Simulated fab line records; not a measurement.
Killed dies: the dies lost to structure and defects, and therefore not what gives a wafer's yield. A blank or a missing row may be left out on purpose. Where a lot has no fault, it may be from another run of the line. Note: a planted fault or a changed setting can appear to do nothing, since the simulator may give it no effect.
Split-lot trial :: flow n5 finfet :: route with 1938 steps; 7 lots, 21 wafers read

## SPLIT DETAILS
At N5_MOL_CONTACT_COAG_ETCH_106 (etches SOC in N2/H2, target depth 80 nm, overetch 16 nm, time 120 s), the setting source w was moved away from the recipe's 840 W on 6 of the 21 wafers read, by -15.7% to +15.0%. This setting was run at the recipe's value on the other wafers.

The split's own step is where the reading is taken.

## THE READING
rf vpp V, in V, at N5_MOL_CONTACT_COAG_ETCH_106 (etches SOC in N2/H2, target depth 80 nm, overetch 16 nm, time 120 s). On this fab line, fault-free wafers typically give 525 V with a standard deviation of 3.4 V.

wafer: L079.1
tool, chamber at the split: rie diel-02, 3
source w as run, W: 840
against the recipe: recipe
rf vpp V, V: 527
against lot-mates on the recipe: -

wafer: L079.5
tool, chamber at the split: rie diel-02, 0
source w as run, W: 840
against the recipe: recipe
rf vpp V, V: 528
against lot-mates on the recipe: -

wafer: L079.6
tool, chamber at the split: rie diel-02, 3
source w as run, W: 840
against the recipe: recipe
rf vpp V, V: 528
against lot-mates on the recipe: -

wafer: L084.4
tool, chamber at the split: rie diel-04, 1
source w as run, W: 840
against the recipe: recipe
rf vpp V, V: 521
against lot-mates on the recipe: -

wafer: L084.5
tool, chamber at the split: rie diel-04, 2
source w as run, W: 800
against the recipe: -4.8%
rf vpp V, V: 532
against lot-mates on the recipe: +10

wafer: L084.6
tool, chamber at the split: rie diel-04, 1
source w as run, W: 840
against the recipe: recipe
rf vpp V, V: 522
against lot-mates on the recipe: -

wafer: L087.2
tool, chamber at the split: rie diel-04, 3
source w as run, W: 897.9
against the recipe: +6.9%
rf vpp V, V: 512
against lot-mates on the recipe: -9

wafer: L087.4
tool, chamber at the split: rie diel-04, 1
source w as run, W: 897.9
against the recipe: +6.9%
rf vpp V, V: 511
against lot-mates on the recipe: -10

wafer: L087.5
tool, chamber at the split: rie diel-04, 2
source w as run, W: 840
against the recipe: recipe
rf vpp V, V: 521
against lot-mates on the recipe: -

wafer: L089.1
tool, chamber at the split: rie diel-02, 3
source w as run, W: 840
against the recipe: recipe
rf vpp V, V: 526
against lot-mates on the recipe: -

wafer: L089.3
tool, chamber at the split: rie diel-02, 0
source w as run, W: 840
against the recipe: recipe
rf vpp V, V: 527
against lot-mates on the recipe: -

wafer: L089.6
tool, chamber at the split: rie diel-02, 0
source w as run, W: 840
against the recipe: recipe
rf vpp V, V: 528
against lot-mates on the recipe: -

wafer: L091.3
tool, chamber at the split: rie diel-02, 2
source w as run, W: 840
against the recipe: recipe
rf vpp V, V: 523
against lot-mates on the recipe: -

wafer: L091.4
tool, chamber at the split: rie diel-02, 0
source w as run, W: 707.9
against the recipe: -15.7%
rf vpp V, V: 559
against lot-mates on the recipe: +34

wafer: L091.6
tool, chamber at the split: rie diel-02, 3
source w as run, W: 840
against the recipe: recipe
rf vpp V, V: 526
against lot-mates on the recipe: -

wafer: L092.2
tool, chamber at the split: rie diel-05, 3
source w as run, W: 840
against the recipe: recipe
rf vpp V, V: 526
against lot-mates on the recipe: -

wafer: L092.4
tool, chamber at the split: rie diel-05, 0
source w as run, W: 840
against the recipe: recipe
rf vpp V, V: 527
against lot-mates on the recipe: -

wafer: L092.6
tool, chamber at the split: rie diel-05, 3
source w as run, W: 840
against the recipe: recipe
rf vpp V, V: 526
against lot-mates on the recipe: -

wafer: L093.3
tool, chamber at the split: rie diel-05, 1
source w as run, W: 965.9
against the recipe: +15.0%
rf vpp V, V: 495
against lot-mates on the recipe: -23

wafer: L093.5
tool, chamber at the split: rie diel-05, 1
source w as run, W: 840
against the recipe: recipe
rf vpp V, V: 518
against lot-mates on the recipe: -

wafer: L093.6
tool, chamber at the split: rie diel-05, 2
source w as run, W: 965.9
against the recipe: +15.0%
rf vpp V, V: 504
against lot-mates on the recipe: -14

THE FIT
A straight line over all 21 wafers: rf vpp V changes by -1.87 V for each +1% of source w; r = -0.96; the points scatter about the line by 3.4 V.
The same after taking each lot's own level away (the mean of its wafers on the recipe; 21 wafers): -1.61 V for each +1%; r = -0.96; scatter 3.1 V.
The reading moves by 25 V for the largest change in source w, on that fit.
The span of the lots' own levels, 518.0 to 527.7 V, comes to 2.8 times the standard deviation stated above.
Thus the slope moves with the lot-to-lot level: the two fits are different.
Check: with one of the wafers moved furthest among these (-15.7%) left out of the fit, the line predicts +21 V for it against its lot-mates. Against them it came out at +34.5 V.
Tool readings at the split's step, against how far the setting was moved: rf vpp V r = -0.96.

## FURTHER SPLITS ON THESE WAFERS
Before the reading, these wafers also passed through other splits. Each is held against what the fit with the lots' levels taken away leaves over:
other split on the same wafers: N5_ZERO_LAYER_EXPOSE_08 dose mj
wafers away from the commonest value: 7
r with rf vpp V (lot level and that fit taken away): +0.02

other split on the same wafers: N5_WELL_APT_COAT_02 spin rpm
wafers away from the commonest value: 9
r with rf vpp V (lot level and that fit taken away): +0.17

other split on the same wafers: N5_PMOS_HMC_CHANNEL_EPI_PEB_07 peb temp c
wafers away from the commonest value: 6
r with rf vpp V (lot level and that fit taken away): +0.22

other split on the same wafers: N5_PMOS_HMC_CHANNEL_EPI_DEVELOP_08 develop time s
wafers away from the commonest value: 8
r with rf vpp V (lot level and that fit taken away): +0.04

other split on the same wafers: N5_DUMMY_GATE_HM_DEP_06 time s
wafers away from the commonest value: 18
r with rf vpp V (lot level and that fit taken away): -0.16

other split on the same wafers: N5_SD_EPI_N_ETCH_16 target depth a
wafers away from the commonest value: 8
r with rf vpp V (lot level and that fit taken away): +0.00

other split on the same wafers: N5_ILD0_CMP_03 down force psi
wafers away from the commonest value: 5
r with rf vpp V (lot level and that fit taken away): +0.14

other split on the same wafers: N5_GATE_CUT_ETCH_56 icp w
wafers away from the commonest value: 9
r with rf vpp V (lot level and that fit taken away): -0.38

## THE WHOLE CHAIN: every reading that the file lists as answering this split, in the file's order
step: N5_MOL_CONTACT_COAG_ETCH_106
what it does: etches SOC in N2/H2, target depth 80 nm, overetch 16 nm, time 120 s
reading: rf vpp V
change (the file's fit): -1.74 V for each +1% of the setting
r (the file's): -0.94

step: N5_MOL_CONTACT_COAG_CONTACT_ETCH_14
what it does: etches SiO2 in C4F6/O2, target depth 27.5 nm, overetch 8.5 nm, time 20 s
reading: MOL_CONTACT_COAG.cd offset nm (the simulator's own value, which no gauge read)
change (the file's fit): +0.035 nm for each +1% of the setting
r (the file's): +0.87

## THE FILE'S OWN FIT
rf vpp V changes by -1.74 V for each +1% of source w, r = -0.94.
